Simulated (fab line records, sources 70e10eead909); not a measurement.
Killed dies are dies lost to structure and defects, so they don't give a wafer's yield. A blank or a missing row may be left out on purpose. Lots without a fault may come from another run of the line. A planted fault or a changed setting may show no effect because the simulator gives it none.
Which tool did it? | flow nand_harc | 7 lots, 21 wafers sampled, at 3 steps of a route of 1302

WHAT THE GAUGES READ, wafer by wafer
NHARC_END_SORT_01.
lot  | measured     | on        | killed_dies
L170 | day 25 23:05 | prober-01 | 48 50 55
L173 | day 27 13:49 | prober-02 | 415 48 59
L180 | day 30 14:56 | prober-02 | 42 45 52
L183 | day 31 09:43 | prober-02 | 88 67 67
L185 | day 32 05:26 | prober-02 | 95 94 82
L187 | day 33 09:34 | prober-01 | 44 53 56
L189 | day 34 04:51 | prober-02 | 40 47 46

WHICH TOOL RAN EACH LOT (tool, then ch and the chambers of the sampled wafers, then the start)
lot  | NHARC_A_M1_ECD_22              | NHARC_THIN_TSV_ANNEAL_52
L170 | ecd_cu-01 ch 0,1, day 24 11:57 | rtp_anneal-01 ch 0, day 25 11:12
L173 | ecd_cu-01 ch 0,1, day 26 02:48 | rtp_anneal-02 ch 0, day 27 02:10
L180 | ecd_cu-02 ch 0, day 28 23:37   | rtp_anneal-02 ch 0, day 30 03:45
L183 | ecd_cu-02 ch 0, day 29 21:53   | rtp_anneal-02 ch 0, day 30 21:49
L185 | ecd_cu-01 ch 0,1, day 30 18:47 | rtp_anneal-02 ch 0, day 31 17:00
L187 | ecd_cu-02 ch 0,1, day 32 00:26 | rtp_anneal-02 ch 0, day 33 00:46
L189 | ecd_cu-01 ch 0,1, day 32 18:10 | rtp_anneal-02 ch 0, day 33 17:10
- NHARC_A_M1_ECD_22: material Cu, target thk 400 nm.
- NHARC_THIN_TSV_ANNEAL_52: time 90 s.

THE ANSWER, worked out from the rows above alone
Rule: what is usual is taken from the lots themselves. Put in order of their means at a reading, lots are off if they are a third of the lots or fewer, leave a main group of 4 or more, and stand apart from it by a gap of 3 or more times the standard deviation of the main group's means; of several such gaps the widest counts. A main group whose means are all the same, to the digits that the tables above print for the reading, isn't used. A lot without any number at a reading at which 4 lots or more have one is off too. The other lots that the step has rows for count as sound.
Off: L173, at NHARC_END_SORT_01 (killed_dies). The main group: mean 60, standard deviation 17.
A tool fits if, at a process step before that reading, it ran every lot that is off, and no sound lot after the first of them. The gauges at NHARC_END_SORT_01 are tried like those tools. None of those tried fits.

WHAT THE SIMULATOR HAD PUT IN
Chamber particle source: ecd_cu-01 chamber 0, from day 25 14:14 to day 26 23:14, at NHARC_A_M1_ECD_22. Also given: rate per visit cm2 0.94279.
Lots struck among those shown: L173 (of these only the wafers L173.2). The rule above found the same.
